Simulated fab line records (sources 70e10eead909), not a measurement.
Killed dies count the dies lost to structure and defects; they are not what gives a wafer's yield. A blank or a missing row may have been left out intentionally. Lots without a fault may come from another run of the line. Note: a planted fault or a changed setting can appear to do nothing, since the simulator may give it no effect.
fab line records -- flow nand-harc
record lots=6, wafers=16, last-day=33
route steps=1302 shown A_CONTACT@1006
lots that met no fault: taken from a fault-free run of the same line
start-h: hours from the record's first day to the start of the lot's first wafer shown -- wait-h: hours since the lot's step before -- " unchanged from the row above -- L1.1+2: several wafers, shown together as one row -- - value missing, or start not given -- * or withheld: withheld -- < > ~ a bound
route shown NAME@n: names a module that has steps shown in the file, with the first one's number in the route -- usual: average and standard deviation across the fault-free wafers -- same: alike in all rows -- chamber/n: place in a boat -- sites: readings site by site -- _std_site: standard deviation across them -- _edge_site: inner sites' mean taken away from outer sites' mean -- radius-mm: how far each site lies from the wafer's centre -- mask NAME#n: copy n -- behind: the last tool/chamber to shape the wafer -- hold: why the lot went on hold/how many hours it stayed there/how the hold came to an end -- device: transistor that didn't switch, given as n, p or np -- end of line: the tests these same wafers got at the end of their route -- step lacking rows: just its recipe -- killed: dies lost to structure and defects at the first sort, not the wafer's yield -- map: the dies of a wafer, with x for killed, . for not killed, _ for no die there
set.NAME: the run value of the setting; set.NAME@STEP: its run value at that earlier step -- model.NAME: the simulator's own value behind a step, which no gauge read
a table for each step, a row for each wafer; lots at some steps of the route
services: the hour from which a tool's chamber was out of use, counted from the record's first day as start-h (under 0 if before that day), plus the number of hours and why
## steps
# step NHARC_A_CONTACT_ETCH_112
# recipe source-w=withheld, pressure-mtorr=20, bias-v=3000, time-s=190, target-depth-a=18500, ar-flow-sccm=withheld, c4f8-flow-sccm=withheld, o2-flow-sccm=withheld, chemistry=C4F8/O2/Ar
lot.wafer,tool,chamber,start-h,wait-h,rf-hours-counter-h
L835.3,har-cap-etch-01,0,568.65,0.2,-
L835.5,har-cap-etch-01,0,568.65,0.2,-
L835.6,har-cap-etch-01,1,568.65,0.2,-
L834.2,har-cap-etch-03,0,569.46,0.2,53
L834.4,har-cap-etch-03,0,569.46,0.2,-
L834.6,har-cap-etch-03,0,569.46,0.2,-
L842.6,har-cap-etch-03,1,628.80,0.1,-
L842.5,har-cap-etch-03,0,628.80,0.1,-
L843.2,har-cap-etch-03,0,643.30,0.2,70
L843.6,har-cap-etch-03,1,643.30,0.2,-
L849.2,har-cap-etch-01,0,704.03,0.2,35
L849.4,har-cap-etch-01,0,704.03,0.2,-
L849.6,har-cap-etch-01,1,704.03,0.2,-
L850.1,har-cap-etch-01,0,712.62,0.2,37
L850.3,har-cap-etch-01,0,712.62,0.2,-
L850.5,har-cap-etch-01,1,712.62,0.2,-
# step NHARC_A_CONTACT_ETCH_113
# recipe source-w=withheld, pressure-mtorr=20, bias-v=3000, time-s=190, target-depth-a=18500, ar-flow-sccm=withheld, c4f8-flow-sccm=withheld, o2-flow-sccm=withheld, chemistry=C4F8/O2/Ar
lot.wafer,tool,chamber,start-h,wait-h,rf-hours-counter-h
L835.3,har-cap-etch-01,0,568.82,0.1,-
L835.5,har-cap-etch-01,0,568.82,0.1,-
L835.6,har-cap-etch-01,1,568.82,0.1,-
L834.2,har-cap-etch-03,0,569.63,0.1,53
L834.4,har-cap-etch-03,0,569.63,0.1,-
L834.6,har-cap-etch-03,0,569.63,0.1,-
L842.6,har-cap-etch-03,1,628.97,0.1,-
L842.5,har-cap-etch-03,0,628.97,0.1,-
L843.2,har-cap-etch-03,0,643.47,0.1,70
L843.6,har-cap-etch-03,1,643.47,0.1,-
L849.2,har-cap-etch-01,0,704.20,0.1,35
L849.4,har-cap-etch-01,0,704.20,0.1,-
L849.6,har-cap-etch-01,1,704.20,0.1,-
L850.1,har-cap-etch-01,0,712.79,0.1,37
L850.3,har-cap-etch-01,0,712.79,0.1,-
L850.5,har-cap-etch-01,1,712.79,0.1,-
# step NHARC_A_CONTACT_ETCH_114
# recipe source-w=withheld, pressure-mtorr=20, bias-v=3000, time-s=190, target-depth-a=18500, ar-flow-sccm=withheld, c4f8-flow-sccm=withheld, o2-flow-sccm=withheld, chemistry=C4F8/O2/Ar
# step NHARC_A_CONTACT_ETCH_115
# recipe source-w=withheld, pressure-mtorr=20, bias-v=3000, time-s=190, target-depth-a=18500, ar-flow-sccm=withheld, c4f8-flow-sccm=withheld, o2-flow-sccm=withheld, chemistry=C4F8/O2/Ar
lot.wafer,tool,chamber,start-h,wait-h,rf-hours-counter-h
L835.3,har-cap-etch-01,0,569.16,0.1,-
L835.5,har-cap-etch-01,0,569.16,0.1,-
L835.6,har-cap-etch-01,1,569.16,0.1,-
L834.2,har-cap-etch-03,0,569.97,0.1,53
L834.4,har-cap-etch-03,0,569.97,0.1,-
L834.6,har-cap-etch-03,0,569.97,0.1,-
L842.6,har-cap-etch-03,1,629.32,0.1,-
L842.5,har-cap-etch-03,0,629.32,0.1,-
L843.2,har-cap-etch-03,0,643.81,0.1,70
L843.6,har-cap-etch-03,1,643.81,0.1,-
L849.2,har-cap-etch-01,0,704.54,0.1,35
L849.4,har-cap-etch-01,0,704.54,0.1,-
L849.6,har-cap-etch-01,1,704.54,0.1,-
L850.1,har-cap-etch-01,0,713.14,0.1,37
L850.3,har-cap-etch-01,0,713.14,0.1,-
L850.5,har-cap-etch-01,1,713.14,0.1,-
# step NHARC_A_CONTACT_ETCH_116
# recipe source-w=withheld, pressure-mtorr=20, bias-v=3000, time-s=190, target-depth-a=18500, ar-flow-sccm=withheld, c4f8-flow-sccm=withheld, o2-flow-sccm=withheld, chemistry=C4F8/O2/Ar
# step NHARC_A_CONTACT_ETCH_117
# recipe source-w=withheld, pressure-mtorr=20, bias-v=3000, time-s=190, target-depth-a=18500, ar-flow-sccm=withheld, c4f8-flow-sccm=withheld, o2-flow-sccm=withheld, chemistry=C4F8/O2/Ar
# step NHARC_A_CONTACT_ETCH_118
# recipe source-w=withheld, pressure-mtorr=20, bias-v=3000, time-s=190, target-depth-a=18500, ar-flow-sccm=withheld, c4f8-flow-sccm=withheld, o2-flow-sccm=withheld, chemistry=C4F8/O2/Ar
# step NHARC_A_CONTACT_ETCH_119
# recipe source-w=withheld, pressure-mtorr=20, bias-v=3000, time-s=190, target-depth-a=18500, ar-flow-sccm=withheld, c4f8-flow-sccm=withheld, o2-flow-sccm=withheld, chemistry=C4F8/O2/Ar
# step NHARC_A_CONTACT_ETCH_120
# recipe source-w=withheld, pressure-mtorr=20, bias-v=3000, time-s=190, target-depth-a=18500, ar-flow-sccm=withheld, c4f8-flow-sccm=withheld, o2-flow-sccm=withheld, chemistry=C4F8/O2/Ar
# step NHARC_A_CONTACT_ETCH_121
# recipe source-w=withheld, pressure-mtorr=20, bias-v=3000, time-s=190, target-depth-a=18500, ar-flow-sccm=withheld, c4f8-flow-sccm=withheld, o2-flow-sccm=withheld, chemistry=C4F8/O2/Ar
lot.wafer,tool,chamber,start-h,wait-h,rf-hours-counter-h
L835.3,har-cap-etch-01,0,570.19,0.1,-
L835.5,har-cap-etch-01,0,570.19,0.1,-
L835.6,har-cap-etch-01,1,570.19,0.1,-
L834.2,har-cap-etch-03,0,571.00,0.1,54
L834.4,har-cap-etch-03,0,571.00,0.1,-
L834.6,har-cap-etch-03,0,571.00,0.1,-
L842.6,har-cap-etch-03,1,630.34,0.1,-
L842.5,har-cap-etch-03,0,630.34,0.1,-
L843.2,har-cap-etch-03,0,644.83,0.1,71
L843.6,har-cap-etch-03,1,644.83,0.1,-
L849.2,har-cap-etch-01,0,705.56,0.1,36
L849.4,har-cap-etch-01,0,705.56,0.1,-
L849.6,har-cap-etch-01,1,705.56,0.1,-
L850.1,har-cap-etch-01,0,714.16,0.1,38
L850.3,har-cap-etch-01,0,714.16,0.1,-
L850.5,har-cap-etch-01,1,714.16,0.1,-
# step NHARC_A_CONTACT_ETCH_122
# recipe source-w=withheld, pressure-mtorr=20, bias-v=3000, time-s=190, target-depth-a=18500, ar-flow-sccm=withheld, c4f8-flow-sccm=withheld, o2-flow-sccm=withheld, chemistry=C4F8/O2/Ar
lot.wafer,tool,chamber,start-h,wait-h,rf-hours-counter-h
L835.3,har-cap-etch-01,0,570.36,0.1,-
L835.5,har-cap-etch-01,0,570.36,0.1,-
L835.6,har-cap-etch-01,1,570.36,0.1,-
L834.2,har-cap-etch-03,0,571.17,0.1,54
L834.4,har-cap-etch-03,0,571.17,0.1,-
L834.6,har-cap-etch-03,0,571.17,0.1,-
L842.6,har-cap-etch-03,1,630.51,0.1,-
L842.5,har-cap-etch-03,0,630.51,0.1,-
L843.2,har-cap-etch-03,0,645.00,0.1,71
L843.6,har-cap-etch-03,1,645.00,0.1,-
L849.2,har-cap-etch-01,0,705.73,0.1,36
L849.4,har-cap-etch-01,0,705.73,0.1,-
L849.6,har-cap-etch-01,1,705.73,0.1,-
L850.1,har-cap-etch-01,0,714.33,0.1,38
L850.3,har-cap-etch-01,0,714.33,0.1,-
L850.5,har-cap-etch-01,1,714.33,0.1,-
# step NHARC_A_CONTACT_ETCH_123
# recipe source-w=withheld, pressure-mtorr=20, bias-v=400, time-s=490, target-depth-a=21100, ar-flow-sccm=withheld, c4f8-flow-sccm=11.5, o2-flow-sccm=7.2, chemistry=C4F8/O2/Ar
# step NHARC_A_CONTACT_ETCH_90
# recipe target-depth-a=400, over-etch-frac=0.5, time-s=85.7, ion-energy-ev=120, ch3f-flow-sccm=50, o2-flow-sccm=30, ar-flow-sccm=200, rf-w=500, bias-w=100, chemistry=CH3F/O2
# usual drypump-motor-current-A=5.5/0.5, oes-product-au=0.95/0.034, rf-vpp-V=244.2/1.5, showerhead-plenum-p-Torr=2.45/0.093, throttle-valve-pct=20.663/0.0085
lot.wafer,tool,chamber,start-h,wait-h,drypump-motor-current-A,oes-product-au,rf-hours-counter-h,rf-vpp-V,showerhead-plenum-p-Torr,throttle-valve-pct
L835.3,rie-diel-05,1,571.47,0.7,5.5,0.95,28,244.8,2.57,20.663
L835.6,rie-diel-05,0,571.47,0.7,5.5,0.94,-,242.9,2.40,20.658
L835.5,rie-diel-05,1,571.47,0.7,5.5,0.94,-,246.5,2.57,20.659
L834.4,rie-diel-05,1,572.29,0.6,5.5,1.02,28,246.1,2.57,20.661
L834.2,rie-diel-05,3,572.29,0.6,4.9,1.03,21,241.5,2.37,20.667
L834.6,rie-diel-05,2,572.29,0.6,5.8,1.02,-,244.0,2.45,20.674
L842.6,rie-diel-05,1,631.60,0.6,5.5,0.78,-,246.4,2.57,20.663
L842.5,rie-diel-05,2,631.60,0.6,5.8,0.99,-,243.0,2.45,20.675
L843.2,rie-diel-05,2,646.16,0.9,5.8,0.73,6,244.3,2.44,20.678
L843.6,rie-diel-05,1,646.16,0.9,5.5,0.73,-,244.7,2.57,20.659
L849.4,rie-diel-10,1,706.85,0.6,6.4,0.94,27,242.1,2.31,20.659
L849.2,rie-diel-10,3,706.85,0.6,4.6,0.92,27,244.6,2.44,20.650
L849.6,rie-diel-10,2,706.85,0.6,6.2,0.93,-,246.2,2.60,20.665
L850.3,rie-diel-10,1,715.57,0.8,6.5,0.92,30,241.8,2.31,20.667
L850.1,rie-diel-10,3,715.57,0.8,4.6,0.92,31,245.6,2.44,20.666
L850.5,rie-diel-10,0,715.57,0.8,5.5,0.94,-,245.4,2.44,20.670
# step NHARC_A_CONTACT_ETCH_96
# recipe target-depth-a=200, over-etch-frac=0.5, time-s=10, ion-energy-ev=250, c4f6-flow-sccm=25, o2-flow-sccm=20, ar-flow-sccm=500, rf-w=600, bias-w=500, chemistry=C4F6/O2
## services
tool,chamber,start-h,hours,kind
rie-diel-05,0,560.76,-,clean
rie-diel-05,1,560.76,-,clean
rie-diel-05,2,560.76,-,clean
rie-diel-05,3,560.76,-,clean
rie-diel-05,1,573.90,24.5,repair
rie-diel-05,0,585.37,-,clean
rie-diel-05,2,585.37,-,clean
rie-diel-05,3,585.37,-,clean
har-cap-etch-01,-,594.01,2.2,repair
rie-diel-10,-,598.42,9.0,pm
rie-diel-05,-,606.25,9.0,pm
rie-diel-05,0,606.25,9.0,vent-cycle
rie-diel-05,1,606.25,9.0,vent-cycle
rie-diel-05,2,606.25,9.0,vent-cycle
rie-diel-05,3,606.25,9.0,vent-cycle
rie-diel-05,0,615.25,-,clean
rie-diel-05,1,615.25,-,clean
rie-diel-05,2,615.25,-,clean
rie-diel-10,-,643.79,0.8,repair
rie-diel-05,-,659.51,10.5,repair
har-cap-etch-01,-,682.50,2.5,repair
rie-diel-05,0,685.51,4.9,repair
rie-diel-10,2,687.34,5.2,repair
rie-diel-05,2,687.88,1.9,repair
## key
first-sign step=NHARC_A_CONTACT_ETCH_90, reading=oes-product-au, direction=down, sigmas=6.1, usual=0.95, struck=0.75
effect none on later readings
met-at NHARC_A_CONTACT_ETCH_90
struck-wafers L842.6,L843.2,L843.6
tester-left-out L842,L843
onset-between 572.29 631.60
fault kind=process-parameter-drift, tool=rie-diel-05, chamber=-, onset-h=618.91, steps=NHARC_A_CONTACT_ETCH_90, channel=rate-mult, offset=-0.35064, shape=step, end-h=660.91, scope=struck-wafers-only
# tester-left-out: of these lots the tester's yield and bins aren't shown, on N5 and GAA mostly nor the transistor test; their killed dies are dies lost to structure and defects alone, not to doping, threshold or leakage, so they don't give the yield
